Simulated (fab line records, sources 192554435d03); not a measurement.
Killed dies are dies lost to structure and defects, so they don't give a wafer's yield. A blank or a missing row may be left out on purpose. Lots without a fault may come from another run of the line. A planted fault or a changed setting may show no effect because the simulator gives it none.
Chamber matching | flow n5_finfet | N5_BEOL_M11_STRIP_36 on rie_diel-05: 4 sister chambers
The step strips in N2/H2. 16 wafers are shown with their chamber, then 8 later ones without.

WAFERS WITH THEIR CHAMBER
wafer  | chamber | drypump_motor_current_A (A) | throttle_valve_pct (%) | oes_product_au (a.u.)
L076.2 | 2       | 6.3                         | 23.65                  | 0.73
L076.4 | 1       | 5.9                         | 24.09                  | 0.76
L076.6 | 0       | 6.3                         | 23.80                  | 0.68
L078.3 | 1       | 5.9                         | 24.04                  | 0.74
L078.4 | 2       | 6.3                         | 23.68                  | 0.72
L078.5 | 1       | 5.9                         | 24.05                  | 0.72
L085.2 | 2       | 6.3                         | 23.66                  | 0.71
L085.4 | 1       | 5.8                         | 24.03                  | 0.73
L085.6 | 2       | 6.3                         | 23.67                  | 0.72
L088.1 | 0       | 6.3                         | 23.51                  | 0.99
L088.2 | 1       | 5.8                         | 24.06                  | 0.73
L088.6 | 2       | 6.3                         | 23.69                  | 0.71
L090.2 | 1       | 5.8                         | 24.06                  | 0.72
L090.3 | 3       | 6.1                         | 24.00                  | 0.68
L090.4 | 2       | 6.3                         | 23.67                  | 0.71
L094.1 | 1       | 5.8                         | 24.08                  | 0.72

SIGNATURES (means of the wafers above)
reading                 | chamber 0 | chamber 1 | chamber 2 | chamber 3 | scatter within a chamber
drypump_motor_current_A | 6.300     | 5.843     | 6.300     | 6.100     | 0.0378
throttle_valve_pct      | 23.6550   | 24.0586   | 23.6700   | 24.0000   | 0.0617
oes_product_au          | 0.8350    | 0.7314    | 0.7167    | 0.6800    | 0.0643
Rule: a wafer's distance from a chamber is the root of the sum, over the readings, of the square of ((its reading less the chamber's mean) divided by the reading's scatter). The wafer belongs to the nearest chamber; if the next one is less than 2 further off, it can't be placed. The scatter: the root of (the sum of the squares of (reading less its chamber's mean) over the shown wafers, divided by (wafers less chambers)).

WAFERS WITHOUT THEIR CHAMBER
wafer  | drypump_motor_current_A (A) | throttle_valve_pct (%) | oes_product_au (a.u.)
L094.2 | 6.1                         | 23.96                  | 0.67
L094.5 | 6.3                         | 23.52                  | 0.96
L097.1 | 5.9                         | 24.12                  | 0.71
L097.2 | 6.3                         | 23.54                  | 0.92
L097.3 | 6.3                         | 23.68                  | 0.70
L097.4 | 6.3                         | 23.69                  | 0.70
L097.5 | 6.4                         | 23.51                  | 0.90
L097.6 | 5.8                         | 24.11                  | 0.70

WHICH CHAMBER EACH WENT THROUGH
wafer  | from the rows above     | in truth
L094.2 | 3                       | 3
L094.5 | can't be placed: 0 or 2 | 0
L097.1 | 1                       | 1
L097.2 | can't be placed: 0 or 2 | 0
L097.3 | can't be placed: 2 or 0 | 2
L097.4 | can't be placed: 2 or 0 | 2
L097.5 | can't be placed: 0 or 2 | 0
L097.6 | 1                       | 1
Placed correctly: 3 of 8. Can't be placed from these rows: 5 (the true chamber is among the candidates in 5). Placed wrongly: 0.
